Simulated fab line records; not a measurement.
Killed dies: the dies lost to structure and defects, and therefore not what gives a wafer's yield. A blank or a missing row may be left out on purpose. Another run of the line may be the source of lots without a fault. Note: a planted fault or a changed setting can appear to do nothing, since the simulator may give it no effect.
Chamber matching | flow n5-finfet | N5_FIN_CUT_CUT_ETCH_28 on rie-si-04 has 4 sister chambers
The step etches Si in HBr/Cl2/O2, target depth 6 nm, time 2.4 s. 33 wafers are shown with their chamber, then 12 later ones without.

## WAFERS PAIRED WITH THEIR CHAMBERS
wafer  | chamber | throttle-valve-pct (%) | drypump-motor-current-A (A) | oes_o_777_au (a.u.)
L075.1 | 3       | 36.5                   | 6.3                         | 1.15
L075.4 | 0       | 36.9                   | 6.1                         | 1.00
L075.5 | 3       | 36.4                   | 6.2                         | 1.15
L076.2 | 1       | 36.2                   | 5.0                         | 0.96
L076.5 | 3       | 36.5                   | 6.2                         | 1.16
L076.6 | 0       | 36.9                   | 6.1                         | 1.01
L077.2 | 3       | 36.4                   | 6.2                         | 1.16
L077.3 | 1       | 36.2                   | 5.0                         | 0.96
L077.6 | 0       | 36.9                   | 6.2                         | 1.00
L078.1 | 3       | 36.4                   | 6.2                         | 1.14
L078.4 | 1       | 36.2                   | 5.0                         | 0.95
L078.6 | 3       | 36.4                   | 6.2                         | 1.15
L081.1 | 1       | 36.2                   | 5.0                         | 0.95
L081.2 | 2       | 37.8                   | 5.9                         | 1.00
L081.6 | 3       | 36.4                   | 6.2                         | 1.15
L083.1 | 2       | 37.8                   | 5.9                         | 1.00
L083.2 | 3       | 36.4                   | 6.2                         | 1.15
L083.5 | 0       | 36.9                   | 6.2                         | 1.01
L086.3 | 1       | 36.2                   | 5.0                         | 0.95
L086.5 | 1       | 36.2                   | 5.0                         | 0.95
L086.6 | 3       | 36.4                   | 6.2                         | 1.15
L087.1 | 0       | 36.9                   | 6.2                         | 1.00
L087.2 | 3       | 36.5                   | 6.2                         | 1.15
L087.6 | 0       | 36.9                   | 6.2                         | 1.00
L088.1 | 2       | 37.8                   | 5.9                         | 1.00
L088.5 | 0       | 36.9                   | 6.2                         | 1.00
L088.6 | 3       | 36.4                   | 6.2                         | 1.15
L089.1 | 0       | 36.9                   | 6.2                         | 1.00
L089.2 | 1       | 36.2                   | 5.0                         | 0.95
L089.5 | 2       | 37.8                   | 5.9                         | 1.00
L090.2 | 0       | 36.9                   | 6.2                         | 1.01
L090.3 | 3       | 36.4                   | 6.2                         | 1.15
L090.6 | 2       | 37.8                   | 5.9                         | 1.01

SIGNATURES (averages over the wafers above)
reading                 | chamber 0 | chamber 1 | chamber 2 | chamber 3 | scatter within a chamber
throttle-valve-pct      | 36.900    | 36.200    | 37.800    | 36.425    | 0.0279
drypump-motor-current-A | 6.178     | 5.000     | 5.900     | 6.208     | 0.0292
oes_o_777_au            | 1.0033    | 0.9529    | 1.0020    | 1.1508    | 0.00496
Rule: for each reading, subtract the chamber's mean from the wafer's reading, divide by that reading's scatter and square the result; add these up over the readings and take the root, which gives the wafer's distance from the chamber. The wafer belongs to the nearest chamber; if the next one is less than 2 further off, it can't be placed. The scatter: the root of (the sum of the squares of (reading less its chamber's mean) over the shown wafers, divided by (wafers less chambers)).

## WAFERS WHOSE CHAMBER IS MISSING
wafer  | throttle-valve-pct (%) | drypump-motor-current-A (A) | oes_o_777_au (a.u.)
L092.3 | 36.9                   | 6.1                         | 1.00
L092.5 | 36.2                   | 5.0                         | 0.95
L092.6 | 37.8                   | 5.9                         | 1.00
L093.1 | 36.2                   | 5.0                         | 0.95
L093.3 | 37.8                   | 5.9                         | 1.01
L093.6 | 36.9                   | 6.2                         | 1.00
L096.1 | 36.9                   | 6.2                         | 1.00
L096.5 | 36.9                   | 6.2                         | 1.00
L096.6 | 36.2                   | 5.0                         | 0.95
L097.2 | 36.9                   | 6.2                         | 1.00
L097.3 | 36.4                   | 6.2                         | 1.15
L097.6 | 36.2                   | 5.0                         | 0.95

## WHICH CHAMBER EACH WENT THROUGH
wafer  | from the rows above | in truth
L092.3 | 0                   | 0
L092.5 | 1                   | 1
L092.6 | 2                   | 2
L093.1 | 1                   | 1
L093.3 | 2                   | 2
L093.6 | 0                   | 0
L096.1 | 0                   | 0
L096.5 | 0                   | 0
L096.6 | 1                   | 1
L097.2 | 0                   | 0
L097.3 | 3                   | 3
L097.6 | 1                   | 1
Correct placement for 12 of the 12. Not placeable from these rows: 0. Number placed wrongly: 0.
